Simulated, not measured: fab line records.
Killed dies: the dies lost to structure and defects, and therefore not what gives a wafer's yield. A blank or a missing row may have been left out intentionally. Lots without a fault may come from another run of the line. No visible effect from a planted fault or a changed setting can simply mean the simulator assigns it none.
Struck lot and sound lot, side by side :: flow nand-harc :: 14 steps out of a route of 1302
Sound: the wafers L339.1, L339.5, L339.6. Struck: wafers L341.3, L341.5. (L341.2 of the same lot was not struck and is left out.) The cause comes at the end.
For every step that has rows: the tool of each side, followed by ch and its chambers, followed by its first start. Under that, the readings that differ: sound wafers :: struck wafers :: difference of the means :: sigmas: that difference in standard deviations of wafers without a fault.
alike: words and numbers the same on both sides, and readings whose means are apart by under 2 such deviations; not compared: readings that were withheld, readings missing a value for some wafer, numbers with overlapping values and no deviation given by the record, and bounds like >300 which may hide the same value.
The two part at a step that has a row with sigmas, a row that says differs or no value, or rows on one side only. When numbers do not overlap yet have no deviation, they are printed without sigmas and do not part them. A reading that every wafer of one side lacks parts them only if that side has two wafers or more.

NHARC_A_CHANNEL_HOLE_D1_CD_MEAS_30:
  sound on cd-sem-01 at day 12 10:12; struck on cd-sem-01 at day 13 16:51
  alike: cd-nm
NHARC_A_CHANNEL_HOLE_D1_XSEM_31:
  sound on xsem-02 ch 0, day 12 10:17; struck on xsem-02 ch 0, day 13 16:56
reading: bow-nm (nm)
sound: 8.93 8.98 8.98
struck: 8.42 8.34
difference: -0.58
sigmas: -3
  alike: bot-cd-nm, tilt-deg
NHARC_A_CHANNEL_HOLE_D1_INSPECT_40:
  sound on defect-inspect-01 at day 12 10:23; struck on defect-inspect-02 at day 13 17:02
  alike: raw-defect-count
then, 2 steps without rows for these wafers: NHARC_A_CHANNEL_FILL_D1_PRECLEAN_00 (cleans in SC1); NHARC_A_CHANNEL_FILL_D1_SRD_01.
NHARC_A_CHANNEL_FILL_D1_ALD_02: deposits SiO2, target thk 6 nm, pulse time 10 s, ald cycles 60.
  sound on ald-hk-02 ch 1,2, day 12 10:35; struck on ald-hk-04 ch 0,3, day 13 20:08
  alike: heater-power-w, precursor-pulse-height-rel
then, 1 step without rows for these wafers: NHARC_A_CHANNEL_FILL_D1_ALD_03 (deposits SiNx, target thk 6 nm, pulse time 60 s, ald cycles 58).
NHARC_A_CHANNEL_FILL_D1_ALD_14: deposits SiO2, target thk 2.5 nm, pulse time 10 s, ald cycles 25.
  sound on ald-hk-04 ch 1,2, day 12 18:02; struck on ald-hk-01 ch 0,3, day 14 03:11
  alike: heater-power-w, precursor-pulse-height-rel
NHARC_A_CHANNEL_FILL_D1_ALD_15: deposits SiNx, target thk 2 nm, pulse time 60 s, ald cycles 19.
  sound on ald-sin-batch-03 ch 0; struck on ald-sin-batch-03 ch 0
  alike: precursor-pulse-height-rel
then, 3 steps without rows for these wafers: NHARC_A_CHANNEL_FILL_D1_ALD_16 (deposits SiO2, target thk 1.5 nm, pulse time 10 s, ald cycles 15); NHARC_A_CHANNEL_FILL_D1_ANNEAL_17 (time 1800 s); NHARC_A_CHANNEL_FILL_D1_CVD_18 (deposits poly-Si, target thk 3 nm).
NHARC_A_CHANNEL_FILL_D1_ETCHBACK_19: etches the open film in HBr/Cl2, target depth 5 nm, time 1.7 s.
  sound on rie-si-02 ch 1,2,3, day 13 11:02; struck on rie-si-05 ch 2,3, day 14 17:40
reading: oes-product-au (a.u.)
sound: 0.992 0.997 0.990
struck: 0.721 0.720
difference: -0.273
sigmas: -39
  alike: drypump-motor-current-A, rf-fwd-power-W, throttle-valve-pct
  not compared: rf-hours-counter-h
NHARC_A_CHANNEL_FILL_D1_ETCHBACK_20: etches the open film in C4F8/O2/Ar, target depth 27 nm, time 13.5 s.
  sound on rie-diel-13 ch 0,1,2, day 13 11:09; struck on rie-diel-12 ch 1,2, day 14 17:46
reading: oes-product-au (a.u.)
sound: 0.93 0.91 0.93
struck: 1.00 1.00
difference: +0.08
sigmas: +2
  alike: rf-fwd-power-W, rf-vpp-V
  not compared: rf-hours-counter-h

== WHERE THEY PART ==
At NHARC_A_CHANNEL_HOLE_D1_XSEM_31 first; at NHARC_A_CHANNEL_FILL_D1_ETCHBACK_20 last (within this record only).

WHY: whatever the simulator had introduced
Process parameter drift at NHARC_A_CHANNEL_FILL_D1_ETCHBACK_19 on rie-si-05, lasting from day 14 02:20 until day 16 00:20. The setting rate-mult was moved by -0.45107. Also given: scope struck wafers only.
